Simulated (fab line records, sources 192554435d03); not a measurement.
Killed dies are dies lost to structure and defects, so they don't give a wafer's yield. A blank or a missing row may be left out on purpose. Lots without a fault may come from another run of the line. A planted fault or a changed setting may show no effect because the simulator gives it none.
Which tool did it? | flow n5_finfet | 24 lots, 72 wafers sampled, at 3 steps of a route of 1938

WHAT THE GAUGES READ, wafer by wafer
N5_BEOL_M14_INSPECT_30: inspects for defects (macro).
lot  | measured     | on                | raw_defect_count
L074 | day 11 06:41 | defect_inspect-01 | 3 1 0
L076 | day 11 12:22 | defect_inspect-01 | 1 1 3
L077 | day 11 20:05 | defect_inspect-01 | 0 0 1
L075 | day 11 21:21 | defect_inspect-01 | 1 2 1
L078 | day 11 23:26 | defect_inspect-01 | 1 2 3
L079 | day 12 06:31 | defect_inspect-02 | 1 2 3
L080 | day 12 20:14 | defect_inspect-01 | 2 1 0
L081 | day 12 22:47 | defect_inspect-01 | 2 0 2
L082 | day 13 01:13 | defect_inspect-02 | 1 2 0
L083 | day 13 12:12 | defect_inspect-02 | 2 1 2
L084 | day 13 15:58 | defect_inspect-01 | 0 2 0
L086 | day 13 23:05 | defect_inspect-01 | 2 2 4
L085 | day 14 02:09 | defect_inspect-01 | 4 5 3
L087 | day 14 06:26 | defect_inspect-02 | 5 2 1
L088 | day 14 07:03 | defect_inspect-01 | 2 1 4
L089 | day 14 17:40 | defect_inspect-01 | 0 2 2
L091 | day 15 16:47 | defect_inspect-02 | 2 5 2
L090 | day 15 16:30 | defect_inspect-01 | 1 3 2
L092 | day 15 22:08 | defect_inspect-02 | 0 0 1
L094 | day 16 01:26 | defect_inspect-02 | 0 2 3
L093 | day 16 01:59 | defect_inspect-01 | 2 1 3
L096 | day 16 13:21 | defect_inspect-02 | 2 5 2
L095 | day 17 03:16 | defect_inspect-01 | 3 2 4
L097 | day 17 03:26 | defect_inspect-01 | 3 4 0

WHICH TOOL RAN EACH LOT (tool, then ch and the chambers of the sampled wafers, then the start)
lot  | N5_BEOL_M12_PRE_CLEAN_42     | N5_BEOL_M13_STRIP_64
L074 | pvd_sputter-02, day 10 21:23 | plasma_asher-02 ch 0,1, day 10 23:44
L076 | pvd_sputter-01, day 11 04:39 | plasma_asher-01 ch 0,1, day 11 07:43
L077 | pvd_sputter-01, day 11 08:47 | plasma_asher-02 ch 0,1, day 11 11:18
L075 | pvd_sputter-03, day 11 09:04 | plasma_asher-01 ch 0,1, day 11 12:08
L078 | pvd_sputter-01, day 11 15:13 | plasma_asher-02 ch 0,1, day 11 17:25
L079 | pvd_sputter-01, day 11 17:43 | plasma_asher-01 ch 0,1, day 11 20:42
L080 | pvd_sputter-03, day 12 13:28 | plasma_asher-01 ch 0,1, day 12 15:38
L081 | pvd_sputter-01, day 12 15:43 | plasma_asher-02 ch 0,1, day 12 17:53
L082 | pvd_sputter-03, day 12 16:19 | plasma_asher-01 ch 0,1, day 12 18:37
L083 | pvd_sputter-01, day 13 02:02 | plasma_asher-01 ch 0,1, day 13 04:13
L084 | pvd_sputter-01, day 13 07:56 | plasma_asher-01 ch 0,1, day 13 10:19
L086 | pvd_sputter-02, day 13 14:58 | plasma_asher-01 ch 0,1, day 13 17:31
L085 | pvd_sputter-01, day 13 15:05 | plasma_asher-01 ch 0,1, day 13 19:03
L087 | pvd_sputter-02, day 13 20:32 | plasma_asher-01 ch 0,1, day 13 23:01
L088 | pvd_sputter-02, day 13 22:57 | plasma_asher-01 ch 0,1, day 14 01:16
L089 | pvd_sputter-02, day 14 08:38 | plasma_asher-01 ch 1, day 14 11:06
L091 | pvd_sputter-02, day 15 06:05 | plasma_asher-02 ch 0,1, day 15 08:39
L090 | pvd_sputter-03, day 15 06:26 | plasma_asher-02 ch 0,1, day 15 08:46
L092 | pvd_sputter-02, day 15 14:26 | plasma_asher-02 ch 0,1, day 15 16:47
L094 | pvd_sputter-02, day 15 16:44 | plasma_asher-01 ch 0,1, day 15 19:05
L093 | pvd_sputter-01, day 15 17:03 | plasma_asher-01 ch 0,1, day 15 19:17
L096 | pvd_sputter-03, day 16 06:10 | plasma_asher-01 ch 0,1, day 16 08:28
L095 | pvd_sputter-03, day 16 17:54 | plasma_asher-02 ch 0,1, day 16 20:14
L097 | pvd_sputter-01, day 16 18:08 | plasma_asher-01 ch 0,1, day 16 21:34
- N5_BEOL_M12_PRE_CLEAN_42: time 30 s.
- N5_BEOL_M13_STRIP_64: strips in N2/H2.

WHAT THE TOOLS THEMSELVES READ (means of the sampled wafers that have a number; where no wafer has one, the mark that the record gives instead)
N5_BEOL_M12_PRE_CLEAN_42.
lot  | tool           | heater_power_w (W) | susceptor_temp_C (C)
L074 | pvd_sputter-02 | 337                | 249.96
L076 | pvd_sputter-01 | 324                | 250.00
L077 | pvd_sputter-01 | 339                | 249.75
L075 | pvd_sputter-03 | 354                | 250.02
L078 | pvd_sputter-01 | 341                | 250.01
L079 | pvd_sputter-01 | 322                | 249.95
L080 | pvd_sputter-03 | 325                | 249.99
L081 | pvd_sputter-01 | 307                | 250.10
L082 | pvd_sputter-03 | 429                | 249.92
L083 | pvd_sputter-01 | 350                | 250.00
L084 | pvd_sputter-01 | 348                | 250.03
L086 | pvd_sputter-02 | 363                | 249.94
L085 | pvd_sputter-01 | 319                | 249.93
L087 | pvd_sputter-02 | 362                | 249.93
L088 | pvd_sputter-02 | 359                | 250.18
L089 | pvd_sputter-02 | 344                | 250.04
L091 | pvd_sputter-02 | 330                | 250.28
L090 | pvd_sputter-03 | 374                | 250.09
L092 | pvd_sputter-02 | 352                | 249.84
L094 | pvd_sputter-02 | 346                | 250.01
L093 | pvd_sputter-01 | 351                | 250.11
L096 | pvd_sputter-03 | 377                | 249.86
L095 | pvd_sputter-03 | 298                | 250.03
L097 | pvd_sputter-01 | 321                | 250.06

N5_BEOL_M13_STRIP_64.
lot  | tool            | drypump_motor_current_A (A) | heater_power_w (W) | oes_product_au (a.u.) | strip_time_to_endpoint_s (s)
L074 | plasma_asher-02 | 6.1                         | 318                | 0.715                 | 31.47
L076 | plasma_asher-01 | 5.4                         | 323                | 0.712                 | 31.36
L077 | plasma_asher-02 | 5.8                         | 332                | 0.719                 | 31.39
L075 | plasma_asher-01 | 5.0                         | 320                | 0.714                 | 31.44
L078 | plasma_asher-02 | 5.8                         | 340                | 0.712                 | 31.31
L079 | plasma_asher-01 | 5.0                         | 316                | 0.716                 | 31.33
L080 | plasma_asher-01 | 5.0                         | 319                | 0.715                 | 31.39
L081 | plasma_asher-02 | 6.1                         | 318                | 0.717                 | 31.31
L082 | plasma_asher-01 | 5.4                         | 317                | 0.714                 | 31.34
L083 | plasma_asher-01 | 5.4                         | 323                | 0.713                 | 31.36
L084 | plasma_asher-01 | 5.0                         | 316                | 0.716                 | 31.31
L086 | plasma_asher-01 | 5.4                         | 321                | 0.716                 | 31.37
L085 | plasma_asher-01 | 5.0                         | 318                | 0.713                 | 31.29
L087 | plasma_asher-01 | 5.1                         | 319                | 0.716                 | 31.31
L088 | plasma_asher-01 | 5.0                         | 317                | 0.713                 | 31.33
L089 | plasma_asher-01 | 4.7                         | 313                | 0.712                 | 31.44
L091 | plasma_asher-02 | 6.1                         | 316                | 0.718                 | 31.40
L090 | plasma_asher-02 | 5.8                         | 339                | 0.725                 | 31.25
L092 | plasma_asher-02 | 5.8                         | 341                | 0.709                 | 31.36
L094 | plasma_asher-01 | 5.0                         | 322                | 0.716                 | 31.40
L093 | plasma_asher-01 | 5.4                         | 317                | 0.716                 | 31.33
L096 | plasma_asher-01 | 5.4                         | 325                | 0.718                 | 31.33
L095 | plasma_asher-02 | 5.8                         | 337                | 0.718                 | 31.32
L097 | plasma_asher-01 | 5.4                         | 325                | 0.713                 | 31.41

THE ANSWER, worked out from the rows above alone
Rule: what is usual is taken from the lots themselves. Put in order of their means at a reading, lots are off if they are a third of the lots or fewer, leave a main group of 4 or more, and stand apart from it by a gap of 3 or more times the standard deviation of the main group's means; of several such gaps the widest counts. A main group whose means are all the same, to the digits that the tables above print for the reading, isn't used. A lot without any number at a reading at which 4 lots or more have one is off too. The other lots that the step has rows for count as sound. The gauges are gone through in route order, then the tools' own readings, and for those a lot's mean is taken as printed above. The first step at which some lot is off is used, and at that step the reading that is off furthest; a lot without a number counts as furthest.
No lot is off at any reading shown: from this, nothing can be told.

WHAT THE SIMULATOR HAD PUT IN
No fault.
